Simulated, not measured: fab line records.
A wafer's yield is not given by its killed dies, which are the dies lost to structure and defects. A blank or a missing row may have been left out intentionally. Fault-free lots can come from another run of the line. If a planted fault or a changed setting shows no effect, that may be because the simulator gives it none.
fab line records ; flow nand_harc
record: lots: 12; wafers: 36; last_day: 32
route steps=1302 shown A_CHANNEL_FILL_D1@508 A_DECK1_JOINT@542 A_ONON_D2@552
lots untouched by any fault: they come from a run of this same line in which no faults occurred
start_h: start of the lot's first displayed wafer, in hours after the record's first day ; wait_h: time in hours since the lot's previous step ; " same as the row above ; L1.1+2: a single row standing in for several wafers ; - no value, or no start given ; * or withheld: withheld ; < > ~ a bound
route shown NAME@n: NAME is a module with steps in the file, n the number in the route of the first one ; usual: mean/standard deviation taken from wafers without a fault ; same: alike in all rows ; chamber/n: place in a boat ; sites: each site's reading ; _std_site: the values' standard deviation ; _edge_site: inner sites' mean taken away from outer sites' mean ; radius_mm: for every site, how far away it sits from the centre of the wafer ; mask NAME#n: copy n ; behind: tool/chamber where the wafer was last shaped ; hold: why the lot was held/for how many hours/how that ended ; device: which transistor (n, p or np) failed to switch ; end of line: tests of these same wafers at the route's end ; a step given without rows: its recipe and nothing more ; killed: at the first sort, the dies lost to defects and structure; wafer yield is something else ; map: shows each die of a wafer: x if killed, . if not, _ if none is there
set.NAME: setting as actually run; set.NAME@STEP: the setting as run at that earlier step ; model.NAME: the simulator's own value behind a step, which no gauge read
a sample of lots followed through the steps of the route, with each step as a table and each wafer as a row
services: a tool's chamber out of use, with start hour (start_h, from the record's first day; less than 0 if before it), hours out, and reason
== steps ==
step: NHARC_A_CHANNEL_FILL_D1_ETCHBACK_08
recipe: target_depth_a: 2200; time_s: 110; c4f8_flow_sccm: 20; ar_flow_sccm: withheld; rf_w: 600; bias_w: 300; chemistry: C4F8
usual: oes_product_au: 0.94/0.034; rf_vpp_V: 440.9/2.7
lot.wafer;tool;chamber;start_h;wait_h;oes_product_au;rf_hours_counter_h;rf_vpp_V
L327.2;rie_diel-03;3;-;-;0.92;6.4;438.1
L327.5;rie_diel-03;1;-;-;0.93;-;443.6
L327.6;rie_diel-03;2;-;-;0.91;-;438.8
L329.3;rie_diel-03;0;-;-;0.91;7.9;441.6
L329.2;rie_diel-03;1;-;-;0.93;6.5;443.8
L329.4;rie_diel-03;1;-;-;0.93;-;442.2
L332.3;rie_diel-13;3;-;-;0.93;6.1;440.6
L332.2;rie_diel-13;1;-;-;0.91;5.5;445.5
L332.5;rie_diel-13;3;-;-;0.92;-;441.1
L337.3;rie_diel-07;0;-;-;0.92;2.0;440.8
L337.5;rie_diel-07;0;-;-;0.92;-;441.2
L337.6;rie_diel-07;1;-;-;0.94;-;442.3
L339.4;rie_diel-07;1;-;-;0.93;2.6;442.7
L339.1;rie_diel-07;2;-;-;0.92;2.4;438.0
L339.6;rie_diel-07;2;-;-;0.92;-;438.3
L340.1;rie_diel-13;3;-;-;0.94;1.1;438.7
L340.4;rie_diel-13;2;-;-;0.92;1.4;444.6
L340.6;rie_diel-13;3;-;-;0.94;-;440.7
L344.1;rie_diel-03;3;-;-;0.91;6.6;438.1
L344.3;rie_diel-03;1;-;-;0.91;8.1;443.3
L344.5;rie_diel-03;3;-;-;0.93;-;438.6
L345.2;rie_diel-07;0;-;-;0.91;6.6;441.1
L345.3;rie_diel-07;3;-;-;0.91;6.3;442.5
L345.6;rie_diel-07;1;-;-;0.92;-;443.6
L346.4;rie_diel-07;1;-;-;0.93;6.0;442.9
L346.3;rie_diel-07;2;-;-;0.93;6.8;438.3
L346.1;rie_diel-07;3;-;-;0.93;7.1;442.5
L347.2;rie_diel-03;3;-;-;0.92;8.7;438.2
L347.3;rie_diel-03;2;-;-;0.92;9.3;437.7
L347.5;rie_diel-03;2;-;-;0.92;-;438.2
L348.3;rie_diel-13;3;-;-;1.02;3.9;439.3
L348.5;rie_diel-13;1;-;-;0.99;-;444.1
L348.6;rie_diel-13;2;-;-;1.00;-;445.6
L349.1;rie_diel-03;2;-;-;0.91;9.6;438.0
L349.3;rie_diel-03;3;-;-;0.92;9.0;438.3
L349.4;rie_diel-03;2;-;-;0.93;-;438.1
step: NHARC_A_DECK1_JOINT_DEP_16
recipe: target_thk_a: 450; temp_c: 400; pressure_torr: 6.5; rf_w: 900; teos_flow_sccm: 161.4; flow_sccm: 2650; target_thk_nm: 45; gas: O2; material: SiO2
usual: heater_power_w: 571/89; mfc_precursor_sccm: 161.4/0.53; showerhead_vpp_V: 1875/71; throttle_valve_pct: 15.6/0.51
lot.wafer;tool;chamber;start_h;wait_h;heater_power_w;mfc_precursor_sccm;showerhead_vpp_V;since_wet_clean_h;throttle_valve_pct
L327.2;pecvd-02;2;274.20;0.1;502;160.4;1821;34;15.4
L327.5;pecvd-02;0;274.20;0.1;486;161.6;1873;-;15.1
L327.6;pecvd-02;1;274.20;0.1;689;161.5;1784;-;15.7
L329.3;pecvd-02;0;306.35;0.1;505;160.7;1875;66;15.0
L329.2;pecvd-02;2;306.35;0.1;478;161.5;1824;66;15.8
L329.4;pecvd-02;0;306.35;0.1;521;160.6;1884;-;15.2
L332.3;pecvd-02;0;338.71;0.1;461;160.6;1856;99;15.5
L332.2;pecvd-02;2;338.71;0.1;390;161.0;1814;99;15.5
L332.5;pecvd-02;1;338.71;0.1;622;161.6;1787;-;16.2
L337.3;pecvd-02;0;380.77;0.1;495;161.4;1879;141;15.3
L337.6;pecvd-02;0;380.77;0.1;493;160.4;1869;-;15.3
L337.5;pecvd-02;1;380.77;0.1;682;118.7;1798;-;15.6
L339.1;pecvd-01;2;399.29;0.1;622;161.3;1889;75;15.5
L339.4;pecvd-01;2;399.29;0.1;618;162.3;1885;-;15.5
L339.6;pecvd-01;0;399.29;0.1;498;160.7;1956;-;15.0
L340.1;pecvd-01;1;417.55;0.2;726;161.4;1845;93;15.3
L340.4;pecvd-01;1;417.55;0.2;754;161.2;1820;-;15.6
L340.6;pecvd-01;0;417.55;0.2;519;162.1;1972;-;15.0
L344.1;pecvd-02;2;457.12;0.1;559;161.2;1825;36;15.6
L344.3;pecvd-02;1;457.12;0.1;710;161.6;1790;36;15.2
L344.5;pecvd-02;0;457.12;0.1;446;161.7;1902;-;15.6
L345.3;pecvd-02;0;468.59;0.1;524;160.7;1833;47;15.5
L345.2;pecvd-02;1;468.59;0.1;658;161.8;1792;47;14.8
L345.6;pecvd-02;2;468.59;0.1;491;160.9;1793;-;15.8
L346.1;pecvd-02;2;481.04;0.1;555;161.3;1823;60;15.6
L346.3;pecvd-02;1;481.04;0.1;554;162.5;1777;60;14.9
L346.4;pecvd-02;0;481.04;0.1;532;161.6;1870;-;15.6
L348.3;pecvd-01;1;481.09;0.1;601;162.1;1832;157;15.4
L348.5;pecvd-01;2;481.09;0.1;605;160.8;1894;-;15.7
L348.6;pecvd-01;1;481.09;0.1;605;161.9;1857;-;15.5
L347.2;pecvd-04;2;481.16;0.2;720;161.4;1994;18;15.4
L347.3;pecvd-04;0;481.16;0.2;501;161.2;1947;18;16.3
L347.5;pecvd-04;0;481.16;0.2;482;160.8;1912;-;16.9
L349.3;pecvd-02;0;501.51;0.1;519;161.0;1845;80;15.8
L349.1;pecvd-02;1;501.51;0.1;662;161.0;1772;80;14.8
L349.4;pecvd-02;0;501.51;0.1;506;161.0;1885;-;15.7
step: NHARC_A_DECK1_JOINT_THK_MEAS_17
recipe: thk_meas_gauge: ellipsometry
usual: thk_nm: 44.8/1.3
lot.wafer;tool;chamber;start_h;wait_h;thk_nm
L327.2;film_metro-01;-;274.48;0.3;43.3
L327.5;film_metro-01;-;274.48;0.3;45.4
L327.6;film_metro-01;-;274.48;0.3;44.1
L329.2;film_metro-02;-;306.64;0.2;45.1
L329.3;film_metro-02;-;306.64;0.2;47.5
L329.4;film_metro-02;-;306.64;0.2;46.9
L332.2;film_metro-02;-;338.99;0.2;46.6
L332.3;film_metro-02;-;338.99;0.2;46.7
L332.5;film_metro-02;-;338.99;0.2;45.2
L337.3;film_metro-01;-;381.02;0.2;42.9
L337.5;film_metro-01;-;381.02;0.2;33.4
L337.6;film_metro-01;-;381.02;0.2;47.4
L339.1;film_metro-02;-;399.54;0.2;44.8
L339.4;film_metro-02;-;399.54;0.2;44.7
L339.6;film_metro-02;-;399.54;0.2;42.8
L340.1;film_metro-02;-;417.83;0.3;45.2
L340.4;film_metro-02;-;417.83;0.3;45.1
L340.6;film_metro-02;-;417.83;0.3;42.8
L344.1;film_metro-02;-;457.39;0.2;43.6
L344.3;film_metro-02;-;457.39;0.2;44.9
L344.5;film_metro-02;-;457.39;0.2;44.1
L345.2;film_metro-01;-;468.84;0.2;45.1
L345.3;film_metro-01;-;468.84;0.2;45.7
L345.6;film_metro-01;-;468.84;0.2;44.6
L348.3;film_metro-02;-;481.31;0.2;44.6
L348.5;film_metro-02;-;481.31;0.2;45.3
L348.6;film_metro-02;-;481.31;0.2;44.2
L346.1;film_metro-01;-;481.32;0.3;42.4
L346.3;film_metro-01;-;481.32;0.3;43.7
L346.4;film_metro-01;-;481.32;0.3;45.0
L347.2;film_metro-01;-;481.41;0.2;45.2
L347.3;film_metro-01;-;481.41;0.2;42.0
L347.5;film_metro-01;-;481.41;0.2;42.3
L349.1;film_metro-02;-;501.79;0.2;45.9
L349.3;film_metro-02;-;501.79;0.2;44.0
L349.4;film_metro-02;-;501.79;0.2;46.5
step: NHARC_A_ONON_D2_THK_MEAS_11
recipe: thk_meas_gauge: ellipsometry
usual: thk_nm: 998/8.5
lot.wafer;tool;chamber;start_h;wait_h;thk_nm
L327.2;film_metro-01;-;276.90;-;1011
L327.5;film_metro-01;-;276.90;-;1012
L327.6;film_metro-01;-;276.90;-;1012
L329.2;film_metro-01;-;308.94;-;985
L329.3;film_metro-01;-;308.94;-;985
L329.4;film_metro-01;-;308.94;-;986
L332.2;film_metro-01;-;341.30;-;1001
L332.3;film_metro-01;-;341.30;-;1001
L332.5;film_metro-01;-;341.30;-;1001
L337.3;film_metro-01;-;383.31;-;992
L337.5;film_metro-01;-;383.31;-;991
L337.6;film_metro-01;-;383.31;-;990
L339.1;film_metro-02;-;401.86;-;1003
L339.4;film_metro-02;-;401.86;-;1001
L339.6;film_metro-02;-;401.86;-;999
L340.1;film_metro-01;-;420.13;-;999
L340.4;film_metro-01;-;420.13;-;1000
L340.6;film_metro-01;-;420.13;-;1000
L344.1;film_metro-02;-;459.71;-;996
L344.3;film_metro-02;-;459.71;-;998
L344.5;film_metro-02;-;459.71;-;997
L345.2;film_metro-01;-;471.22;-;1003
L345.3;film_metro-01;-;471.22;-;1002
L345.6;film_metro-01;-;471.22;-;1002
L348.3;film_metro-02;-;483.62;-;990
L348.5;film_metro-02;-;483.62;-;989
L348.6;film_metro-02;-;483.62;-;990
L346.1;film_metro-01;-;483.63;-;992
L346.3;film_metro-01;-;483.63;-;993
L346.4;film_metro-01;-;483.63;-;993
L347.2;film_metro-02;-;483.74;-;1019
L347.3;film_metro-02;-;483.74;-;1019
L347.5;film_metro-02;-;483.74;-;1016
L349.1;film_metro-01;-;504.11;-;996
L349.3;film_metro-01;-;504.11;-;997
L349.4;film_metro-01;-;504.11;-;997
step: NHARC_A_ONON_D2_THK_MEAS_18
recipe: thk_meas_gauge: ellipsometry
usual: thk_nm: 1001/8.7
lot.wafer;tool;chamber;start_h;wait_h;thk_nm
L327.2;film_metro-02;-;285.76;-;992
L327.5;film_metro-02;-;285.76;-;994
L327.6;film_metro-02;-;285.76;-;994
L329.2;film_metro-01;-;318.77;-;997
L329.3;film_metro-01;-;318.77;-;997
L329.4;film_metro-01;-;318.77;-;996
L332.2;film_metro-02;-;349.57;-;989
L332.3;film_metro-02;-;349.57;-;990
L332.5;film_metro-02;-;349.57;-;990
L337.3;film_metro-01;-;391.64;-;998
L337.5;film_metro-01;-;391.64;-;998
L337.6;film_metro-01;-;391.64;-;998
L339.1;film_metro-01;-;410.47;-;1005
L339.4;film_metro-01;-;410.47;-;1006
L339.6;film_metro-01;-;410.47;-;1006
L340.1;film_metro-02;-;428.08;-;1010
L340.4;film_metro-02;-;428.08;-;1012
L340.6;film_metro-02;-;428.08;-;1009
L344.1;film_metro-02;-;467.70;-;1018
L344.3;film_metro-02;-;467.70;-;1019
L344.5;film_metro-02;-;467.70;-;1019
L345.2;film_metro-02;-;479.23;-;991
L345.3;film_metro-02;-;479.23;-;993
L345.6;film_metro-02;-;479.23;-;994
L346.1;film_metro-01;-;494.83;-;1012
L346.3;film_metro-01;-;494.83;-;1010
L346.4;film_metro-01;-;494.83;-;1010
L348.3;film_metro-02;-;494.83;-;1009
L348.5;film_metro-02;-;494.83;-;1012
L348.6;film_metro-02;-;494.83;-;1009
L347.2;film_metro-02;-;495.17;-;1006
L347.3;film_metro-02;-;495.17;-;1008
L347.5;film_metro-02;-;495.17;-;1007
L349.1;film_metro-01;-;511.99;-;997
L349.3;film_metro-01;-;511.99;-;997
L349.4;film_metro-01;-;511.99;-;996
== services ==
tool;chamber;start_h;hours;kind
rie_diel-03;1;214.61;2.2;repair
rie_diel-03;-;215.09;1.3;repair
rie_diel-07;1;223.24;3.7;repair
pecvd-02;-;227.07;13.0;pm
pecvd-02;-;243.81;1.7;repair
rie_diel-03;3;258.41;12.7;repair
rie_diel-07;0;271.91;10.5;repair
rie_diel-03;-;281.38;9.0;pm
rie_diel-07;0;286.71;9.7;repair
pecvd-01;1;287.19;4.1;repair
pecvd-01;2;289.87;2.5;repair
rie_diel-07;-;294.20;9.0;pm
pecvd-02;1;373.11;2.2;repair
rie_diel-07;1;407.14;6.4;repair
pecvd-02;-;408.16;13.0;pm
rie_diel-03;0;422.44;25.6;repair
rie_diel-07;1;429.36;5.2;repair
rie_diel-07;3;451.11;4.0;repair
rie_diel-03;1;453.88;16.1;repair
rie_diel-03;-;458.38;9.0;pm
rie_diel-07;-;471.20;9.0;pm
rie_diel-07;0;482.90;14.2;repair
rie_diel-07;-;485.61;0.4;repair
rie_diel-03;0;498.40;35.4;repair
== key ==
first_sign: step: NHARC_A_DECK1_JOINT_DEP_16; reading: mfc_precursor_sccm; direction: down; sigmas: 81; usual: 161.4; struck: 118.7
effect: step: NHARC_A_DECK1_JOINT_THK_MEAS_17; reading: thk_nm; direction: down; sigmas: 9; usual: 44.8; struck: 33.4
met_at NHARC_A_DECK1_JOINT_DEP_16
struck_lots L337
struck_wafers L337.5
tester_left_out L337
not_acting_at NHARC_A_CHANNEL_FILL_D1_ETCHBACK_08,NHARC_A_ONON_D2_THK_MEAS_11,NHARC_A_ONON_D2_THK_MEAS_18
onset_between 338.71 380.77
fault: kind: process_parameter_drift; tool: pecvd-02; chamber: 1; onset_h: 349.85; steps: NHARC_A_DECK1_JOINT_DEP_16; channel: teos_flow_sccm; offset: *; shape: step; end_h: 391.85; acts_in: *; stated: *
tester_left_out: of these lots the tester's yield and bins aren't shown, on N5 and GAA mostly nor the transistor test; their killed dies are dies lost to structure and defects alone, not to doping, threshold or leakage, so they don't give the yield
